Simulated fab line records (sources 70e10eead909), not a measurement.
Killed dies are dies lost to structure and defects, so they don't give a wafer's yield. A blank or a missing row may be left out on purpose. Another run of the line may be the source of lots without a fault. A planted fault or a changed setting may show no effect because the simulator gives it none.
fab line records | flow nand-harc | part 1 of 2: steps 1 to 4 of 6
[record] lots = 24 wafers = 72 last-day = 24
route steps=1159 shown A_CONTACT@865
lots that met no fault: from a run of the same line without faults
start-h: hours from the record's opening day to when the first of the lot's shown wafers began | wait-h: hours since the lot's step before | " identical to the entry in the row above | L1.1+2: one row covering several wafers at once | - value missing, or start not given | * or withheld: withheld | < > ~ a bound
route shown NAME@n: a module of which the file shows steps, and the number in the route of the first | usual: mean/standard deviation taken from wafers without a fault | same: alike in all rows | chamber/n: place in a boat | sites: per-site readings | _std_site: standard deviation across them | _edge_site: mean of outer sites minus mean of inner sites | radius-mm: for every site, how far away it sits from the centre of the wafer | mask NAME#n: copy n | behind: the last tool/chamber to shape the wafer | hold: why the lot went on hold/how many hours it stayed there/how the hold came to an end | device: transistor that didn't switch, given as n, p or np | end of line: at the end of the route, the tests of the same wafers | for a step that has no rows: nothing shown but its recipe | killed: dies lost to structure and defects at the first sort, not the wafer's yield | map: shows each die of a wafer: x if killed, . if not, _ if none is there
set.NAME: the setting the step ran with; set.NAME@STEP: the setting that earlier step ran with | model.NAME: the simulator's own value behind a step, which no gauge read
a sample of lots followed through the steps of the route, with each step as a table and each wafer as a row
services: a tool's chamber out of use, with start hour (start-h, from the record's first day; less than 0 if before it), hours out, and reason
[[steps]]
[step NHARC_A_CONTACT_ETCH_114]
[recipe] source-w = withheld pressure-mtorr = 20 bias-v = 3000 time-s = 94 target-depth-a = 9220 ar-flow-sccm = withheld c4f8-flow-sccm = withheld o2-flow-sccm = withheld chemistry = C4F8/O2/Ar
[usual] chamber-pressure-mTorr = 19.999/0.019
// columns lot.wafer tool chamber start-h wait-h chamber-pressure-mTorr rf-hours-counter-h
L074.1 har-cap-etch-01 1 354.08 0.1 19.985 55
L074.3 " 0 " " 19.991 -
L074.5 " 1 " " 19.967 -
L075.1 har-cap-etch-03 1 373.30 0.1 19.980 81
L075.2 " 0 " " 19.994 81
L075.3 " 0 " " 20.009 -
L076.2 har-cap-etch-03 1 380.24 0.1 19.979 83
L076.3 " 0 " " 20.011 -
L076.6 " 1 " " 20.015 -
L077.2 har-cap-etch-02 0 381.03 0.1 19.995 11
L077.1 " 1 " " 20.003 11
L077.3 " 1 " " 19.962 -
L078.1 har-cap-etch-02 1 386.79 0.1 20.019 12
L078.4 " 1 " " 19.995 -
L078.6 " 0 " " 19.987 -
L082.2 har-cap-etch-03 0 399.72 0.1 20.025 87
L082.6 " 0 " " 19.988 -
L082.5 " 1 " " 19.992 -
L079.3 har-cap-etch-02 0 404.40 0.1 20.018 -
L079.4 " 1 " " 19.968 -
L079.6 " 0 " " 20.029 -
L080.1 har-cap-etch-03 0 411.72 0.1 20.015 88
L080.4 " 1 " " 20.000 -
L080.5 " 1 " " 20.018 -
L081.1 har-cap-etch-03 1 418.75 0.1 20.031 89
L081.2 " 0 " " 19.984 89
L081.4 " 0 " " 19.994 -
L085.2 har-cap-etch-02 1 427.46 0.1 20.016 19
L085.3 " 0 " " 19.994 -
L085.6 " 1 " " 19.961 -
L084.4 har-cap-etch-03 1 428.34 0.1 20.031 -
L084.3 " 0 " " 20.017 -
L084.5 " 0 " " 20.037 -
L086.2 har-cap-etch-02 1 434.14 0.1 20.021 20
L086.3 " 1 " " 20.002 -
L086.5 " 1 " " 19.996 -
L087.1 har-cap-etch-03 1 434.46 0.1 20.013 93
L087.6 " 0 " " 20.013 -
L087.5 " 1 " " 19.977 -
L083.4 har-cap-etch-03 0 438.53 0.1 20.004 -
L083.6 " 0 " " 19.994 -
L083.5 " 1 " " 19.982 -
L089.1 har-cap-etch-02 0 450.46 0.1 20.007 26
L089.3 " 1 " " 20.012 -
L089.4 " 0 " " 20.013 -
L088.1 har-cap-etch-03 1 450.94 0.1 19.993 97
L088.2 " 0 " " 20.003 97
L088.4 " 0 " " 20.026 -
L090.4 har-cap-etch-03 0 466.33 0.1 19.985 -
L090.6 " 0 " " 20.010 -
L090.5 " 1 " " 20.025 -
L092.4 har-cap-etch-01 0 473.99 0.1 19.963 -
L092.5 " 0 " " 20.003 -
L092.6 " 1 " " 19.991 -
L093.1 har-cap-etch-03 0 477.17 0.1 19.986 100
L093.2 " 1 " " 20.010 100
L093.3 " 1 " " 19.986 -
L094.2 har-cap-etch-01 0 480.88 0.1 19.990 76
L094.1 " 1 " " 19.992 76
L094.3 " 0 " " 20.022 -
L091.2 har-cap-etch-02 0 482.03 0.1 20.000 30
L091.4 " 1 " " 19.993 -
L091.5 " 0 " " 19.996 -
L096.1 har-cap-etch-01 1 507.68 0.1 19.997 80
L096.4 " 0 " " 19.990 -
L096.6 " 1 " " 20.018 -
L095.3 har-cap-etch-03 1 510.18 0.1 19.961 -
L095.4 " 0 " " 19.999 -
L095.6 " 1 " " 20.012 -
L097.1 har-cap-etch-02 0 512.62 0.1 19.989 34
L097.4 " 0 " " 19.930 -
L097.5 " 1 " " 19.994 -
[step NHARC_A_CONTACT_ETCH_127]
[recipe] source-w = withheld pressure-mtorr = 20 bias-v = 1200 time-s = 155 target-depth-a = 9560 ar-flow-sccm = withheld c4f8-flow-sccm = withheld o2-flow-sccm = withheld chemistry = C4F8/O2/Ar
[usual] chamber-pressure-mTorr = 19.999/0.018
// columns lot.wafer tool chamber start-h wait-h chamber-pressure-mTorr rf-hours-counter-h
L074.1 har-cap-etch-01 0 363.10 0.1 20.010 57
L074.3 " 0 " " 19.985 -
L074.5 " 0 " " 20.014 -
L075.2 har-cap-etch-01 1 380.59 0.1 20.009 60
L075.1 " 0 " " 20.009 60
L075.3 " 1 " " 20.027 -
L076.2 har-cap-etch-03 0 387.34 0.1 19.993 85
L076.3 " 1 " " 19.999 -
L076.6 " 0 " " 19.979 -
L077.2 har-cap-etch-02 1 389.14 0.2 19.975 13
L077.1 " 0 " " 19.968 13
L077.3 " 0 " " 20.041 -
L078.1 har-cap-etch-01 0 394.14 0.1 20.015 63
L078.4 " 1 " " 20.013 -
L078.6 " 1 " " 19.990 -
L082.2 har-cap-etch-01 1 406.96 0.1 19.997 65
L082.6 " 1 " " 20.006 -
L082.5 " 0 " " 19.979 -
L079.3 har-cap-etch-02 0 414.51 0.1 20.005 -
L079.4 " 1 " " 20.014 -
L079.6 " 0 " " 19.970 -
L080.1 har-cap-etch-02 0 419.13 0.1 20.018 18
L080.4 " 0 " " 19.983 -
L080.5 " 0 " " 19.996 -
L081.2 har-cap-etch-03 0 425.51 0.1 19.993 90
L081.1 " 1 " " 19.980 90
L081.4 " 0 " " 19.991 -
L085.2 har-cap-etch-01 1 435.04 0.1 20.011 69
L085.3 " 1 " " 20.000 -
L085.6 " 0 " " 20.000 -
L084.4 har-cap-etch-02 0 437.73 0.1 20.020 -
L084.3 " 1 " " 20.016 -
L084.5 " 1 " " 19.997 -
L087.1 har-cap-etch-01 1 442.04 0.1 19.997 71
L087.6 " 0 " " 20.006 -
L087.5 " 1 " " 20.017 -
L086.2 har-cap-etch-02 0 442.29 0.1 20.017 23
L086.3 " 1 " " 19.976 -
L086.5 " 0 " " 19.967 -
L083.4 har-cap-etch-02 1 445.37 0.1 19.988 -
L083.6 " 1 " " 19.972 -
L083.5 " 0 " " 20.015 -
L089.1 har-cap-etch-02 0 457.40 0.1 20.017 27
L089.3 " 1 " " 19.989 -
L089.4 " 0 " " 19.980 -
L088.1 har-cap-etch-03 0 457.91 0.1 19.987 98
L088.2 " 1 " " 20.013 98
L088.4 " 0 " " 20.026 -
L090.4 har-cap-etch-02 1 474.90 0.1 19.995 -
L090.6 " 1 " " 20.017 -
L090.5 " 0 " " 20.026 -
L092.4 har-cap-etch-03 1 482.96 0.1 19.977 -
L092.6 " 1 " " 19.998 -
L092.5 " 0 " " 19.982 -
L093.2 har-cap-etch-02 0 484.87 0.1 19.998 32
L093.1 " 1 " " 20.018 32
L093.3 " 1 " " 19.985 -
L094.1 har-cap-etch-01 1 487.75 0.1 19.977 78
L094.2 " 0 " " 19.980 78
L094.3 " 0 " " 19.984 -
L091.2 har-cap-etch-03 1 491.57 0.1 20.025 103
L091.4 " 1 " " 19.987 -
L091.5 " 1 " " 20.000 -
L096.1 har-cap-etch-01 1 514.91 0.1 19.997 81
L096.4 " 1 " " 19.987 -
L096.6 " 0 " " 20.003 -
L095.4 har-cap-etch-01 0 517.79 0.1 20.003 -
L095.3 " 1 " " 19.995 -
L095.6 " 0 " " 19.984 -
L097.1 har-cap-etch-03 1 521.24 0.1 20.011 108
L097.4 " 1 " " 20.029 -
L097.5 " 0 " " 19.988 -
[step NHARC_A_CONTACT_ETCH_91]
[recipe] target-depth-a = 400 over-etch-frac = 0.5 time-s = 85.7 ion-energy-ev = 120 ch3f-flow-sccm = 50 o2-flow-sccm = 30 ar-flow-sccm = 200 rf-w = 500 bias-w = 100 chemistry = CH3F/O2
[usual] bias-w = 99.98/0.28 chamber-pressure-mTorr = 25.000/0.025 drypump-motor-current-A = 5.7/0.55 oes-product-au = 0.95/0.033 rf-fwd-power-W = 496.4/1.6 rf-vpp-V = 243.8/1.5 showerhead-plenum-p-Torr = 2.42/0.089 throttle-valve-pct = 20.662/0.0089
// columns lot.wafer tool chamber start-h wait-h bias-w chamber-pressure-mTorr drypump-motor-current-A oes-product-au rf-fwd-power-W rf-hours-counter-h rf-vpp-V showerhead-plenum-p-Torr throttle-valve-pct
L074.1 rie-diel-10 1 364.53 0.5 100.24 24.974 6.7 1.01 492.7 0 243.3 2.40 20.659
L074.3 " 2 " " 100.22 25.003 5.3 1.01 496.0 0 242.7 2.29 20.660
L074.5 " 3 " " 100.02 24.974 5.5 1.00 498.8 - 242.2 2.33 20.662
L075.3 rie-diel-03 2 382.09 0.5 100.22 24.975 5.2 0.92 494.3 61 245.1 2.52 20.653
L075.1 " 0 " " 100.15 25.017 5.1 0.93 496.5 62 245.6 2.43 20.673
L075.2 " 1 " " 99.77 24.993 4.9 0.92 495.3 57 245.1 2.49 20.669
L076.2 rie-diel-10 1 388.75 0.5 99.80 25.001 6.8 0.95 494.1 6 242.5 2.40 20.666
L076.3 " 3 " " 99.72 24.979 5.5 0.92 497.4 6 242.7 2.33 20.671
L076.6 " 2 " " 99.86 24.999 5.3 0.93 497.6 - 241.7 2.29 20.660
L077.2 rie-diel-10 0 390.94 0.6 100.06 25.005 5.3 0.93 496.1 7 245.9 2.52 20.663
L077.1 " 1 " " 99.68 25.002 6.8 0.94 496.5 6 244.7 2.40 20.658
L077.3 " 3 " " 99.76 25.018 5.5 0.92 496.1 6 243.0 2.33 20.672
L078.4 rie-diel-12 0 395.55 0.4 99.84 24.990 5.6 0.93 495.1 4 246.7 2.50 20.666
L078.1 " 1 " " 99.71 24.978 5.9 0.94 496.7 4 242.5 2.36 20.645
L078.6 " 0 " " 99.53 24.984 5.6 0.93 495.9 - 245.8 2.50 20.684
L082.2 rie-diel-12 0 408.40 0.5 100.16 25.002 5.6 1.00 495.7 9 244.5 2.50 20.645
L082.6 " 2 " " 100.12 24.997 6.1 0.97 496.9 - 245.9 2.56 20.663
L082.5 " 3 " " 99.94 24.990 5.3 1.00 498.5 - 243.5 2.49 20.644
L079.4 rie-diel-03 1 415.89 0.4 100.13 24.997 4.9 0.94 496.3 5 245.4 2.49 20.658
L079.3 " 2 " " 99.61 25.033 5.2 0.94 497.1 5 245.1 2.51 20.651
L079.6 " 0 " " 100.01 25.008 5.1 0.92 497.8 - 242.2 2.42 20.649
L080.1 rie-diel-10 2 420.57 0.5 100.28 24.980 5.3 0.94 498.5 11 241.4 2.28 20.654
L080.4 " 3 " " 100.28 25.026 5.5 0.93 499.9 12 242.6 2.32 20.664
L080.5 " 2 " " 100.28 25.004 5.3 0.95 499.5 - 241.2 2.28 20.662
L081.2 rie-diel-10 3 426.95 0.5 99.60 24.984 5.5 0.92 496.1 13 241.9 2.32 20.652
L081.1 " 1 " " 100.15 24.974 6.7 0.95 495.9 13 243.4 2.40 20.670
L081.4 " 1 " " 100.15 25.014 6.7 0.95 497.0 - 243.8 2.40 20.652
L085.2 rie-diel-10 1 436.45 0.5 100.53 25.025 6.7 0.94 497.3 15 244.3 2.40 20.669
L085.3 " 2 " " 99.97 24.995 5.3 0.95 498.0 14 243.2 2.28 20.655
L085.6 " 1 " " 100.30 25.018 6.7 0.93 495.4 - 243.7 2.40 20.663
L084.3 rie-diel-10 1 439.12 0.4 99.97 25.002 6.7 1.02 492.3 16 242.6 2.40 20.662
L084.4 " 3 " " 100.02 25.030 5.5 1.00 495.8 15 243.0 2.32 20.651
L084.5 " 1 " " 99.94 24.978 6.7 1.02 493.0 - 244.3 2.40 20.653
L087.1 rie-diel-10 1 443.47 0.5 99.88 24.953 6.7 1.02 493.5 17 244.1 2.40 20.670
L087.5 " 2 " " 100.28 24.990 5.3 1.02 497.9 - 241.9 2.28 20.681
L087.6 " 3 " " 100.20 24.964 5.5 1.00 497.1 - 243.6 2.32 20.653
L086.3 rie-diel-03 3 443.70 0.4 99.87 25.020 6.1 1.02 494.0 14 243.5 2.41 20.659
L086.2 " 2 " " 99.74 24.966 5.2 1.01 497.0 14 245.6 2.51 20.661
L086.5 " 0 " " 99.95 24.980 5.1 0.99 498.5 - 244.7 2.42 20.664
L083.4 rie-diel-10 3 446.74 0.4 100.13 25.019 5.5 0.92 497.2 17 244.3 2.32 20.648
L083.6 " 3 " " 100.06 24.980 5.5 0.93 498.1 - 243.5 2.32 20.675
L083.5 " 0 " " 99.77 24.996 5.3 0.93 497.9 - 245.7 2.52 20.647
L089.4 rie-diel-10 3 458.79 0.4 99.98 25.008 5.5 0.92 496.8 19 242.2 2.32 20.671
L089.1 " 0 " " 100.16 24.991 5.3 0.94 498.0 17 244.6 2.52 20.655
L089.3 " 1 " " 99.69 25.015 6.7 0.94 497.0 19 243.4 2.40 20.674
L088.4 rie-diel-10 1 459.32 0.4 100.07 24.998 6.7 0.93 495.1 19 243.9 2.40 20.662
L088.2 " 3 " " 99.88 25.033 5.6 0.91 498.3 19 241.7 2.32 20.666
L088.1 " 0 " " 99.88 25.018 5.3 0.95 497.2 17 244.7 2.52 20.664
L090.5 rie-diel-10 0 476.33 0.3 99.67 24.998 5.3 0.94 496.6 - 245.2 2.52 20.659
L090.4 " 1 " " 99.55 24.965 6.8 0.93 491.8 - 243.4 2.40 20.657
L090.6 " 3 " " 99.60 25.016 5.5 0.92 496.4 - 243.1 2.32 20.652
L092.4 rie-diel-12 1 484.33 0.4 99.98 25.006 5.9 0.92 496.9 37 245.0 2.34 20.659
L092.5 " 1 " " 100.04 24.995 5.9 0.93 495.0 - 242.9 2.34 20.664
L092.6 " 2 " " 99.69 24.954 6.1 0.92 495.7 - 245.9 2.55 20.666
L093.1 rie-diel-03 3 486.28 0.5 100.32 25.019 6.1 0.92 496.5 31 242.7 2.40 20.655
L093.3 " 1 " " 100.04 25.020 4.9 0.93 495.6 30 246.0 2.48 20.664
L093.2 " 2 " " 99.93 25.017 5.2 0.93 497.7 33 245.5 2.50 20.659
L094.1 rie-diel-10 1 489.16 0.5 99.91 24.942 6.8 0.95 495.0 25 243.1 2.39 20.675
L094.3 " 3 " " 100.11 25.043 5.5 0.92 496.8 25 243.1 2.32 20.667
L094.2 " 0 " " 100.05 25.055 5.3 0.95 497.7 24 244.8 2.52 20.659
L091.4 rie-diel-12 1 493.01 0.5 99.86 24.993 5.9 0.92 497.8 39 243.8 2.34 20.669
L091.2 " 2 " " 100.64 24.967 6.1 0.91 497.7 38 246.1 2.55 20.665
L091.5 " 3 " " 99.56 24.995 5.3 0.92 500.0 - 245.9 2.48 20.669
L096.1 rie-diel-12 0 516.45 0.6 100.29 25.003 5.6 0.92 497.3 49 244.6 2.48 20.677
L096.4 " 1 " " 99.40 24.977 5.9 0.92 496.5 47 242.7 2.34 20.651
L096.6 " 3 " " 99.61 25.043 5.3 0.93 495.3 - 245.6 2.47 20.666
L095.3 rie-diel-12 2 519.16 0.4 99.23 24.993 6.1 0.97 496.0 47 245.6 2.55 20.660
L095.4 " 0 " " 100.14 25.000 5.6 0.99 494.9 52 244.7 2.48 20.658
L095.6 " 3 " " 99.97 24.996 5.3 0.98 496.0 - 243.0 2.47 20.675
L097.4 rie-diel-10 1 522.67 0.4 100.37 25.005 6.7 0.94 495.7 30 243.2 2.39 20.666
L097.1 " 2 " " 100.27 25.001 5.3 0.93 497.7 29 241.3 2.28 20.655
L097.5 " 1 " " 100.52 25.031 6.7 0.95 493.5 - 241.7 2.39 20.676
[step NHARC_A_CONTACT_DEP_85]
[recipe] target-thk-a = 500 target-thk-nm = 50 temp-c = 400 pressure-torr = 3.5 flow-sccm = 200 rf-w = 350 material = SiON
[usual] heater-power-w = 742/97 rf-fwd-power-W = 348.4/1.1
// columns lot.wafer tool chamber start-h wait-h heater-power-w rf-fwd-power-W
L074.3 pecvd-04 0 367.84 0.6 829 348.5
L074.1 " 1 " " 782 347.9
L074.5 " 0 " " 834 347.9
L075.2 pecvd-02 0 385.45 0.9 707 347.6
L075.3 " 1 " " 734 349.7
L075.1 " 2 " " 629 348.9
L076.3 pecvd-03 0 391.40 0.7 529 348.5
L076.2 " 2 " " 835 349.5
L076.6 " 0 " " 539 349.3
L077.3 pecvd-02 0 393.69 0.6 645 349.5
L077.1 " 1 " " 676 348.2
L077.2 " 2 " " 641 347.9
L078.1 pecvd-02 1 398.24 1.1 825 347.6
L078.6 " 2 " " 760 348.8
L078.4 " 0 " " 657 348.0
L082.2 pecvd-04 1 412.23 0.9 691 350.0
L082.6 " 0 " " 890 348.2
L082.5 " 1 " " 691 349.0
L079.3 pecvd-02 2 420.39 0.6 706 350.1
L079.6 " 2 " " 700 349.7
L079.4 " 0 " " 701 347.4
L080.1 pecvd-03 2 425.08 1.8 858 347.0
L080.4 " 0 " " 646 349.0
L080.5 " 1 " " 913 349.7
L081.1 pecvd-02 1 429.52 1.1 784 349.8
L081.2 " 0 " " 666 349.0
L081.4 " 1 " " 792 347.2
L085.2 pecvd-03 0 440.78 0.9 630 347.9
L085.3 " 1 " " 893 346.5
L085.6 " 0 " " 641 348.9
L084.3 pecvd-02 0 441.57 0.7 660 346.7
L084.5 " 2 " " 678 348.0
L084.4 " 1 " " 730 348.9
L087.1 pecvd-02 2 445.91 1.1 733 348.3
L087.5 " 0 " " 675 348.7
L087.6 " 1 " " 685 348.3
L086.3 pecvd-04 2 446.31 0.6 642 350.8
L086.2 " 0 " " 819 348.5
L086.5 " 1 " " 770 349.9
L083.6 pecvd-03 2 449.24 0.1 869 346.2
L083.4 " 0 " " 647 349.5
L083.5 " 1 " " 890 348.7
L089.1 pecvd-03 2 462.27 1.1 785 348.2
L089.3 " 1 " " 857 346.8
L089.4 " 2 " " 772 347.9
L088.1 pecvd-02 2 462.32 1.1 648 348.6
L088.2 " 0 " " 692 349.7
L088.4 " 1 " " 688 346.0
L090.5 pecvd-02 1 480.77 0.3 807 348.2
L090.4 " 2 " " 711 350.5
L090.6 " 0 " " 633 348.8
L092.5 pecvd-03 0 490.17 0.3 628 348.5
L092.6 " 1 " " 893 348.6
L092.4 " 2 " " 816 346.7
L093.2 pecvd-03 2 490.44 0.8 899 348.2
L093.3 " 0 " " 661 349.2
L093.1 " 1 " " 881 348.8
L094.2 pecvd-02 0 492.32 0.8 661 346.5
L094.1 " 1 " " 803 350.2
L094.3 " 2 " " 768 348.5
L091.2 pecvd-03 0 495.58 0.9 659 348.0
L091.5 " 1 " " 891 349.2
L091.4 " 0 " " 667 350.0
L096.1 pecvd-04 1 519.71 1.1 796 348.8
L096.6 " 0 " " 888 348.6
L096.4 " 1 " " 788 348.2
L095.3 pecvd-03 0 521.64 0.7 624 347.7
L095.4 " 2 " " 919 348.6
L095.6 " 0 " " 616 349.2
L097.1 pecvd-02 1 528.63 1.1 806 348.4
L097.5 " 0 " " 613 349.0
L097.4 " 2 " " 718 348.4
